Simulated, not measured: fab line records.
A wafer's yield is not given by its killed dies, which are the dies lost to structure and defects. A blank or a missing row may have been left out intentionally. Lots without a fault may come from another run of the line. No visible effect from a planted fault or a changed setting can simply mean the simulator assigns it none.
Which tool was responsible? | flow nandHarc | 14 lots with 42 wafers sampled at 5 steps, on a route of 1302 steps

WHAT EACH GAUGE READ, for each wafer
NHARC_A_ONON_D2_THK_MEAS_08: measures by ellipsometry. Usual: thkNm at 1003 nm, with a standard deviation of 12.
lot  | measured     | on           | thkNm (nm)     | flag
L170 | day 12 10:45 | filmMetro-02 | 1011 1009 1011 | 
L169 | day 12 11:01 | filmMetro-02 | 1000 1000 999  | 
L171 | day 13 05:08 | filmMetro-02 | 1005 1006 1008 | 
L173 | day 13 16:59 | filmMetro-01 | 1001 1003 1003 | 
L175 | day 14 07:42 | filmMetro-02 | 1024 1025 1024 | 
L176 | day 14 23:20 | filmMetro-01 | 1032 1031 1033 | 
L184 | day 18 12:17 | filmMetro-01 | 677 676 677    | OFF
L185 | day 19 01:11 | filmMetro-02 | 649 650 648    | OFF
L187 | day 19 19:19 | filmMetro-02 | 1021 1019 1020 | 
L188 | day 19 19:20 | filmMetro-01 | 999 999 997    | 
L189 | day 21 00:27 | filmMetro-02 | 991 989 988    | 
L190 | day 21 02:14 | filmMetro-01 | 996 997 996    | 
L191 | day 21 14:49 | filmMetro-02 | 1003 1001 1005 | 
L192 | day 21 14:49 | filmMetro-01 | 1016 1014 1014 | 

NHARC_END_SORT_01. Usual: killedAtArray 61, standard deviation 26; killedAtOther 0.8, standard deviation 1.1; killedAtPeriphery 4.0, standard deviation 2.6; killedDies 66, standard deviation 26; killedOpen 3.1, standard deviation 1.7; killedShort 2.5, standard deviation 1.5.
lot  | measured     | on        | killedAtArray | killedAtOther | killedAtPeriphery | killedDies  | killedOpen | killedShort | flag
L184 | day 30 15:26 | prober-01 | 672 673 673   | 0 0 0         | 5 4 4             | 677 677 677 | 3 5 6      | 3 2 0       | OFF
L185 | day 31 06:13 | prober-02 | 671 674 674   | 2 1 0         | 4 2 3             | 677 677 677 | 4 5 2      | 2 4 6       | OFF

WHAT TOOL EACH LOT RAN ON (gives the tool, then ch and the chambers of the sampled wafers, and finally the start)
lot  | NHARC_A_CHANNEL_FILL_D1_ETCHBACK_08          | NHARC_A_DECK1_JOINT_CMP_02    | NHARC_A_ONON_D2_DEP_06
L170 | rieDiel-05 ch 2,3, day 12 08:21 or earlier   | cmp-02 ch 0,1,3, day 12 08:21 | pecvdOnon-02 ch 0, day 12 10:14
L169 | rieDiel-12 ch 0,3, day 12 08:21 or earlier   | cmp-01 ch 0,3, day 12 08:21   | pecvdOnon-03 ch 0, day 12 10:31
L171 | rieDiel-05 ch 0,1,2, day 13 02:43 or earlier | cmp-02 ch 1,2,3, day 13 02:43 | pecvdOnon-03 ch 0, day 13 04:37
L173 | rieDiel-04 ch 0,1,2, day 13 14:32 or earlier | cmp-01 ch 0,2, day 13 14:32   | pecvdOnon-02 ch 0, day 13 16:32
L175 | rieDiel-12 ch 0,1,3, day 14 05:19 or earlier | cmp-01 ch 0,1,2, day 14 05:19 | pecvdOnon-02 ch 0, day 14 07:11
L176 | rieDiel-04 ch 1,2,3, day 14 20:55 or earlier | cmp-03 ch 0,2,3, day 14 20:55 | pecvdOnon-03 ch 0, day 14 22:53
L184 | rieDiel-05 ch 0,1,3, day 18 09:55 or earlier | cmp-01 ch 0,1,3, day 18 09:55 | pecvdOnon-02 ch 0, day 18 11:50
L185 | rieDiel-04 ch 0,1,3, day 18 22:46 or earlier | cmp-03 ch 1,2,3, day 18 22:46 | pecvdOnon-02 ch 0, day 19 00:40
L187 | rieDiel-05 ch 0,1, day 19 16:55 or earlier   | cmp-01 ch 1,2,3, day 19 16:55 | pecvdOnon-03 ch 0, day 19 18:49
L188 | rieDiel-04 ch 1,2,3, day 19 16:55 or earlier | cmp-03 ch 0,2,3, day 19 16:55 | pecvdOnon-04 ch 0, day 19 18:49
L189 | rieDiel-05 ch 0,2,3, day 20 22:03 or earlier | cmp-03 ch 0,1,3, day 20 22:03 | pecvdOnon-04 ch 0, day 21 00:03
L190 | rieDiel-05 ch 0,1,3, day 20 23:49 or earlier | cmp-03 ch 1,2,3, day 20 23:49 | pecvdOnon-03 ch 0, day 21 01:43
L191 | rieDiel-04 ch 1,2, day 21 12:23 or earlier   | cmp-01 ch 0,1,2, day 21 12:23 | pecvdOnon-02 ch 0, day 21 14:22
L192 | rieDiel-05 ch 1,2,3, day 21 12:25 or earlier | cmp-03 ch 0,1,3, day 21 12:25 | pecvdOnon-03 ch 0, day 21 14:22
- NHARC_A_CHANNEL_FILL_D1_ETCHBACK_08: etches the open film in C4F8, target depth 220 nm, time 110 s.
- NHARC_A_DECK1_JOINT_CMP_02: polishes SiOx.
- NHARC_A_ONON_D2_DEP_06: target thk 1000 nm.

WHAT THE TOOLS THEMSELVES READ (means of the sampled wafers that have a number; where no wafer has one, the mark that the record gives instead)
NHARC_A_CHANNEL_FILL_D1_ETCHBACK_08. Usual: chamberPressureMTorr 25.003 mTorr, standard deviation 0.022; oesProductAu 0.96 a.u., standard deviation 0.036; rfVppV 440.6 V, standard deviation 2.7.
lot  | tool       | chamberPressureMTorr (mTorr) | oesProductAu (a.u.) | rfVppV (V) | flag
L170 | rieDiel-05 | 25.005                       | 0.93                | 443.5      | 
L169 | rieDiel-12 | 24.988                       | 0.94                | 436.7      | 
L171 | rieDiel-05 | 24.995                       | 1.00                | 444.5      | 
L173 | rieDiel-04 | 24.996                       | 0.98                | 440.4      | 
L175 | rieDiel-12 | 24.990                       | 1.01                | 437.4      | 
L176 | rieDiel-04 | 25.003                       | 0.93                | 439.6      | 
L184 | rieDiel-05 | 25.010                       | 0.93                | 443.1      | 
L185 | rieDiel-04 | 24.993                       | 0.97                | 439.7      | 
L187 | rieDiel-05 | 24.996                       | 0.93                | 444.6      | 
L188 | rieDiel-04 | 24.999                       | 1.01                | 440.3      | 
L189 | rieDiel-05 | 25.009                       | 1.00                | 442.6      | 
L190 | rieDiel-05 | 24.990                       | 0.92                | 442.4      | 
L191 | rieDiel-04 | 25.018                       | 1.01                | 441.0      | 
L192 | rieDiel-05 | 25.023                       | 0.99                | 442.9      | 

NHARC_A_DECK1_JOINT_CMP_02. Usual: motorCurrentA at 12.4 A, with a standard deviation of 1.6.
lot  | tool   | motorCurrentA (A) | flag
L170 | cmp-02 | 12.6              | 
L169 | cmp-01 | 12.1              | 
L171 | cmp-02 | 12.8              | 
L173 | cmp-01 | 12.8              | 
L175 | cmp-01 | 11.6              | 
L176 | cmp-03 | 12.8              | 
L184 | cmp-01 | 11.6              | 
L185 | cmp-03 | 11.5              | 
L187 | cmp-01 | 12.2              | 
L188 | cmp-03 | 12.8              | 
L189 | cmp-03 | 14.1              | 
L190 | cmp-03 | 11.7              | 
L191 | cmp-01 | 11.5              | 
L192 | cmp-03 | 13.7              | 

NHARC_A_ONON_D2_DEP_06. Usual: susceptorTempC at 400.04 C, with a standard deviation of 0.22.
lot  | tool         | susceptorTempC (C) | flag
L170 | pecvdOnon-02 | 400.18             | 
L169 | pecvdOnon-03 | 399.98             | 
L171 | pecvdOnon-03 | 399.79             | 
L173 | pecvdOnon-02 | 399.88             | 
L175 | pecvdOnon-02 | 400.15             | 
L176 | pecvdOnon-03 | 400.14             | 
L184 | pecvdOnon-02 | 400.05             | 
L185 | pecvdOnon-02 | 399.82             | 
L187 | pecvdOnon-03 | 399.82             | 
L188 | pecvdOnon-04 | 400.02             | 
L189 | pecvdOnon-04 | 400.18             | 
L190 | pecvdOnon-03 | 399.87             | 
L191 | pecvdOnon-02 | 400.28             | 
L192 | pecvdOnon-03 | 399.87             | 

THE ANSWER, worked out from the rows above alone
Rule: take the mean of a lot's wafers that have a number; if it is more than 3 standard deviations from the usual mean, the lot is off. Also off: a lot with no number at a reading for which 4 or more lots have one. Any other lot the step has rows for is counted as sound. After the gauges, taken in route order, come the tools' own readings; for these a lot's mean is taken, as printed above. At the first step where some lot is off, the reading lying furthest off is the one used; lots without a number count as furthest.
Off: L184, L185, at NHARC_A_ONON_D2_THK_MEAS_08 (thkNm).
A tool fits if, at a process step before that reading, it ran every lot that is off, and no sound lot after the first of them. The gauges at NHARC_A_ONON_D2_THK_MEAS_08 aren't tried: what is off there is off at NHARC_END_SORT_01 too, on other tools, and a gauge's error can't cause that. NHARC_A_CHANNEL_FILL_D1_ETCHBACK_08 gives no start for some lots, so the hours and the order of its lots are those of NHARC_A_DECK1_JOINT_CMP_02. No candidate that was tried fits.

WHAT WAS PUT IN BY THE SIMULATOR
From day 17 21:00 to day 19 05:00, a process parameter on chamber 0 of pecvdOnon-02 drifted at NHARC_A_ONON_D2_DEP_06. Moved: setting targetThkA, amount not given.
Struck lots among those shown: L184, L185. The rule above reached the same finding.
